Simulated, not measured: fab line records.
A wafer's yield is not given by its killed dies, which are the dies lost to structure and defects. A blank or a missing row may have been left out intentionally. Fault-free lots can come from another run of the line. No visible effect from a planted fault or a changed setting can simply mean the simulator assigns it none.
Struck lot and sound lot, side by side || flow n5_finfet || 38 steps out of a route of 1938
Sound: wafers L227.1, L227.5, L227.6. Struck: wafer L220.6; the same lot's L220.2 was not struck, so it is left out; see the end for the cause.
For every step that has rows: the tool of each side, followed by ch and its chambers, followed by its first start. Under that, the readings that differ: sound wafers || struck wafers || difference of the means || sigmas: that difference in standard deviations of wafers without a fault.
alike: readings with means less than 2 such deviations apart, plus words and numbers identical on both sides. not compared: withheld readings, readings lacking a value on some wafer, bounds such as >300 that could conceal the same value, and numbers that have no deviation in the record and whose values overlap.
The two part at a step that has a row with sigmas, a row that says differs or no value, or rows on one side only. Non-overlapping numbers with no deviation appear without sigmas and do not part them. Lack of a reading on every wafer of one side parts them only where that side has two or more wafers.

first, 9 steps without rows for these wafers: N5_BEOL_M9_DESCUM_33 (chemistry O2, time 7 s); N5_BEOL_M9_ETCH_76 (etches underlayer in N2/H2, target depth 6.5 nm, time 5.2 s); N5_BEOL_M9_ETCH_65 (etches SiARC in CF4, target depth 15.6 nm, time 26 s); N5_BEOL_M9_ETCH_66 (etches SOC in N2/H2, target depth 80 nm, overetch 16 nm, time 120 s); N5_BEOL_M9_STRIP_69 (strips in N2/H2); N5_BEOL_M9_STRIP_77 (strips in N2/H2); N5_BEOL_M9_VIA_ETCH_34 (etches SiCOH lowk in C4F6/O2, target depth 182.4 nm, time 68.4 s); N5_BEOL_M9_STRIP_73 (strips in C4F6/O2); N5_BEOL_M9_STRIP_36 (strips in N2/H2).
N5_BEOL_M9_TRENCH_ETCH_37: etches SiCOH lowk in C4F6/O2, target depth 151.43 nm, time 49 s.
  sound on rie_diel-03 ch 1,2, day 15 11:15; struck on rie_diel-01 ch 2, day 14 07:11
{"reading": "showerhead_plenum_p_Torr (Torr)", "sound": "2.61 2.81 2.61", "struck": 2.89, "difference": "+0.21", "sigmas": "+2"}
{"reading": "model.etch.depth_nm (nm)", "sound": "148.4 151.8 149.2", "struck": 108.3, "difference": -41.5, "sigmas": ""}
{"reading": "model.BEOL_M9.feature_depth_nm (nm)", "sound": "148.4 151.8 149.2", "struck": 108.4, "difference": -41.4, "sigmas": ""}
{"reading": "model.TiN_of_BEOL_M9_HM_DEP_02.thk_nm (nm)", "sound": "15.8 15.6 15.8", "struck": 16.8, "difference": "+1.1", "sigmas": ""}
  alike: drypump_motor_current_A, oes_product_au, rf_vpp_V, throttle_valve_pct
  not compared: rf_hours_counter_h
then, 2 steps without rows for these wafers: N5_BEOL_M9_ETCH_41 (etches SiCN in CH3F/O2, target depth 36.6 nm, time 70.1 s); N5_BEOL_M9_STRIP_80 (strips in N2/H2, time 10 s).
N5_BEOL_M9_OCD_MEAS_38:
  sound on ocd-01 at day 15 11:25; struck on ocd-01 at day 14 07:22
{"reading": "trench_depth_nm (nm)", "sound": "147.8 151.5 149.4", "struck": 108.4, "difference": -41.2, "sigmas": -20}
then, 13 steps without rows for these wafers: N5_BEOL_M9_HM_STRIP_39 (strips TiN in peroxide tin strip, target depth 25 nm, time 158 s); N5_BEOL_M9_SRD_40 (time 30 s); N5_BEOL_M9_PRECLEAN_42 (cleans in residue remover, time 60 s); N5_BEOL_M9_SRD_43 (time 30 s); N5_BEOL_M9_CURE_72 (cures SiCOH lowk, time 120 s); N5_BEOL_M9_DEGAS_44 (time 60 s); N5_BEOL_M9_PRE_CLEAN_45 (time 30 s); N5_BEOL_M9_ALD_74 (deposits TaN, target thk 2 nm, pulse time 2 s, purge time 3 s); N5_BEOL_M9_SURFACE_TREAT_79; N5_BEOL_M9_CVD_78 (deposits Co from CCTBA/H2, target thk 2 nm, time 138.9 s); N5_BEOL_M9_SPUTTER_48 (material Cu, target thk 12 nm, time 2 s); N5_BEOL_M9_ECD_50 (material Cu, target thk 318 nm); N5_BEOL_M9_ANNEAL_51 (time 90 s).
N5_BEOL_M9_CMP_52: polishes, stops on SiCOH lowk, t overpolish 7 s, target thk 140 nm.
  sound on cmp-04 ch 2,3, day 15 13:42; struck on cmp-03 ch 1, day 14 09:17
{"reading": "motor_current_A (A)", "sound": "6.0 5.9 6.2", "struck": 7.2, "difference": "+1.2", "sigmas": "+2"}
{"reading": "model.Cu_of_BEOL_M9_ECD_50.thk_nm (nm)", "sound": "138.6 140.4 137.8", "struck": 96.6, "difference": -42.3, "sigmas": ""}
N5_BEOL_M9_THK_MEAS_53: measures by xrf.
  sound on film_metro-01 at day 15 13:59; struck on film_metro-01 at day 14 09:32
{"reading": "M9_THK (nm)", "sound": "138.0 140.0 138.1", "struck": 94.8, "difference": -43.9, "sigmas": -16}
then, 2 steps without rows for these wafers: N5_BEOL_M9_PRE_CLEAN_55 (time 15 s); N5_BEOL_M9_DEP_56 (deposits SiCN from 3MS/NH3, target thk 15 nm, time 26.5 s).
N5_BEOL_M9_RS_MEAS_57: measurement is done with a four-point probe.
  sound on film_metro-01 at day 15 14:08; struck on film_metro-02 at day 14 09:40
{"reading": "M9_RS (ohm/sq)", "sound": "0.1527 0.1507 0.1538", "struck": 0.2294, "difference": "+0.0770", "sigmas": "+27"}
then, 5 steps without rows for these wafers: N5_BEOL_M10_ILD_DEP_00 (deposits SiCOH lowk from DEMS/porogen, target thk 308.51 nm, time 58 s); N5_BEOL_M10_CURE_71 (cures SiCOH lowk, time 240 s); N5_BEOL_M10_PECVD_70 (deposits SiO2 from TEOS/O2, target thk 20 nm, time 22.7 s); N5_BEOL_M10_HM_DEP_02 (deposits TiN, target thk 20 nm); N5_BEOL_M10_COAT_59 (time 60 s, resist thk 100 nm).
N5_BEOL_M15_RC_MEAS_101:
  sound on prober-01 ch 0, day 17 07:44; struck on prober-02 ch 0, day 16 07:37
{"reading": "COMB_M14 (S/m)", "sound": "2.1e-12 2.5e-12 2.6e-12", "struck": 4.6e-12, "difference": "+2.2e-12", "sigmas": "+3"}
{"reading": "SERP_M5 (ohm/um)", "sound": "40.8 40.7 40.5", "struck": 36.9, "difference": -3.8, "sigmas": -3}
{"reading": "SERP_M9 (ohm/um)", "sound": "3.09 3.08 3.14", "struck": 4.56, "difference": "+1.46", "sigmas": "+21"}
{"reading": "SERP_M9_max_site (ohm/um)", "sound": "3.19 3.13 3.25", "struck": 4.71, "difference": "+1.52", "sigmas": "+20"}
  alike: COMB_M10, COMB_M11, COMB_M12, COMB_M12_max_site, COMB_M13, COMB_M15, COMB_M5, COMB_M6, COMB_M6_max_site, COMB_M7, COMB_M8, SERP_M10, SERP_M11, SERP_M12, SERP_M12_max_site, SERP_M13, SERP_M14, SERP_M6, SERP_M7, SERP_M8
N5_PASSIVATION_PROBE_49:
  sound on prober-01 at day 17 20:59; struck on prober-01 at day 17 05:20
{"reading": "sort_bin_8_speed (%)", "sound": "0 0 0", "struck": 0.17, "difference": "+0.17", "sigmas": ""}
  alike: defect_limited_yield, killed_at_M0_to_M3, killed_at_M4_up, killed_at_contacts, killed_at_front_end, killed_at_other, killed_dies, killed_on_rim, killed_open, killed_short, sort_bin_5_function, sort_bin_6_memory, sort_n_pass

## WHERE THEY PART
At N5_BEOL_M9_TRENCH_ETCH_37 first; at N5_BEOL_M15_RC_MEAS_101 last (within this record only). Later steps at which nothing parts them and some readings are alike: N5_PASSIVATION_PROBE_49.

WHY: whatever the simulator had introduced
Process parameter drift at N5_BEOL_M9_TRENCH_ETCH_37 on rie_diel-01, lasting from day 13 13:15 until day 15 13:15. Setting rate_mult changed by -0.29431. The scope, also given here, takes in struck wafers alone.
